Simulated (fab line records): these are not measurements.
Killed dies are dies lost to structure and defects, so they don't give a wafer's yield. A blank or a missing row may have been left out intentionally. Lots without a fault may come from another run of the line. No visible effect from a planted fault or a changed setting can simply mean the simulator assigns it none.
Chamber matching ; flow n5 finfet ; N5_HKMG_FIN_CMP_23 on cmp-02: 4 sister chambers
The step polishes, stops on SiNx, t overpolish 10 s, target thk 46.326 nm. 16 wafers are shown with their chamber, then 8 later ones without.

== WAFERS PAIRED WITH THEIR CHAMBERS ==
wafer;chamber;motor current A (A);time to endpoint s (s);overpolish run s (s)
L078.1;0;10.2;11.7;9.999
L078.3;2;12.0;12.2;10.003
L078.5;1;12.3;12.1;9.990
L079.2;1;13.2;13.5;9.986
L079.4;0;10.1;11.7;9.984
L079.5;2;11.8;10.1;10.004
L079.1;2;11.6;12.0;9.994
L079.3;3;12.2;13.8;9.991
L079.6;1;12.9;11.7;10.015
L086.1;0;9.5;12.8;9.993
L086.2;1;13.1;11.5;9.997
L086.6;1;13.0;11.6;10.004
L089.1;3;12.4;14.9;10.023
L089.3;0;10.6;15.7;10.009
L089.6;0;9.6;13.9;10.001
L092.1;0;10.2;10.1;9.981

SIGNATURES (means of the wafers above)
reading;chamber 0;chamber 1;chamber 2;chamber 3;scatter within a chamber
motor current A;10.033;12.900;11.800;12.300;0.348
time to endpoint s;12.650;12.080;11.433;14.350;1.45
overpolish run s;9.99450;9.99840;10.00033;10.00700;0.0118
Rule: a wafer lies at a distance from a chamber equal to the root of the sum of squares, over the readings, of (its reading less the chamber's mean, divided by the reading's scatter). If the next closest chamber is less than 2 further off than the closest, the wafer can't be placed; otherwise it belongs to the closest. The scatter: the root of (the sum of the squares of (reading less its chamber's mean) over the shown wafers, divided by (wafers less chambers)).

== WAFERS WHOSE CHAMBER IS MISSING ==
wafer;motor current A (A);time to endpoint s (s);overpolish run s (s)
L092.2;11.9;9.9;10.000
L092.3;11.4;9.9;10.008
L094.1;12.7;9.8;10.011
L094.4;12.6;12.7;9.989
L094.6;12.2;9.8;9.990
L096.3;12.1;13.9;10.004
L096.4;10.2;15.3;9.998
L096.6;11.3;15.0;9.987

== WHICH CHAMBER EACH WENT THROUGH ==
wafer;from the rows above;in truth
L092.2;2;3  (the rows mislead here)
L092.3;2;2
L094.1;can't be placed: 1 or 2 or 3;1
L094.4;can't be placed: 1 or 3 or 2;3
L094.6;can't be placed: 2 or 1 or 3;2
L096.3;can't be placed: 3 or 2 or 1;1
L096.4;0;0
L096.6;can't be placed: 2 or 3 or 0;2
Placed correctly: 2 of 8. Unplaceable from these rows: 5, with the true chamber sitting among the candidates in 5. 1 placed wrongly.
